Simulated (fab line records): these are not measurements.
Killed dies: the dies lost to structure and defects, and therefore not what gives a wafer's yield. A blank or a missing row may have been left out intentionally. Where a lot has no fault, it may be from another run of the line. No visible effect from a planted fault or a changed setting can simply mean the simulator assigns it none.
A single fault, viewed from 3 desks | flow n5_finfet | what lay behind the numbers comes last; until then each desk has only its own

## AT THE TOOL OWNER'S DESK: wet_bench-02
The tool's own readings at N5_SD_EPI_P_WET_ETCH_45 (etches SiO2 in dHF, time 10.7 s, target depth 2 nm, rinse time 30 s): means of the sampled wafers that have a number, for each lot that ran on this tool. A lot is out of limits, marked OUT, if its mean lies more than 4 standard deviations from the usual mean; the brackets give that distance.
Columns: A = rinse_temp_c at N5_SD_EPI_P_WET_ETCH_45, usual 22.99 C
lot  | first seen here | A
L884 | day 5 12:46     | 23.03
L885 | day 5 19:37     | 22.98
L896 | day 8 15:34     | 23.03
This desk's verdict: no lot among the 3 shows anything out of limits.

## FROM THE METROLOGY DESK
What the gauges read, lot by lot, whatever tool the lot ran on: means of the sampled wafers that have a number. A lot is out of limits, marked OUT, if its mean lies more than 4 standard deviations from the usual mean; the brackets give that distance. Only the readings that lie furthest out on some lot appear, 7 of the 10 it has.
Columns: A = DIBL_N at N5_BEOL_M4_RC_MEAS_101, usual 36.4 mV/V; B = DIBL_P at N5_BEOL_M4_RC_MEAS_101, usual 36.4 mV/V; C = IOFF_N at N5_BEOL_M4_RC_MEAS_101, usual 0.16 nA/um; D = IOFF_P at N5_BEOL_M4_RC_MEAS_101, usual 0.21 nA/um; E = ION_N at N5_BEOL_M4_RC_MEAS_101, usual 680 uA/um; F = ION_P at N5_BEOL_M4_RC_MEAS_101, usual 465 uA/um; G = VT_N at N5_BEOL_M4_RC_MEAS_101, usual 249 mV
lot  | first seen here | A    | B    | C    | D    | E   | F   | G
L884 | day 10 02:32    | 38.0 | 38.9 | 0.18 | 0.23 | 682 | 465 | 249
L885 | day 10 04:54    | 36.9 | 34.6 | 0.16 | 0.21 | 678 | 464 | 248
L892 | day 12 09:44    | 35.8 | 36.9 | 0.14 | 0.20 | 673 | 465 | 251
L896 | day 13 05:14    | 39.4 | 39.5 | 0.24 | 0.27 | 700 | 474 | 242
This desk's verdict: no lot among the 4 shows anything out of limits.

## THE DEFECT DESK
Per lot, the means of the sampled wafers with a number show what the inspections along the route counted. A lot is out of limits, marked OUT, if its mean lies more than 4 standard deviations from the usual mean; the brackets give that distance.
Columns: A = raw_defect_count at N5_SD_EPI_P_INSPECT_26, usual 190
lot  | first seen here | A
L884 | day 5 15:43     | 481 (+7.1) OUT
L885 | day 5 22:34     | 565 (+9.1) OUT
L892 | day 7 15:19     | 188
L896 | day 8 19:25     | 212
This desk's finding: out of limits on L884, L885; first on L884, day 5 15:43 (raw_defect_count at N5_SD_EPI_P_INSPECT_26). L892, L896 stayed within limits.

## BROUGHT TOGETHER
The defect desk could have raised an alarm at day 5 15:43, on L884, L885.
The desk of the tool owner found nothing out of limits.
The metrology desk saw nothing out of limits.
The tool owner's desk has L884, L885 on record, within its limits.
The metrology desk has L884, L885 on record, within its limits.
On wet_bench-02, each named lot ran N5_SD_EPI_P_WET_ETCH_45.

## WHAT THE SIMULATOR HAD PUT IN
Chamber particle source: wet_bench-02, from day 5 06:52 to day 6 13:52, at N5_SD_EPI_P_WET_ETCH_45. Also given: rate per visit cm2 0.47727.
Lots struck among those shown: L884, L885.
Hours from the fault's start to each desk's first reading out of limits: the defect desk, 9.
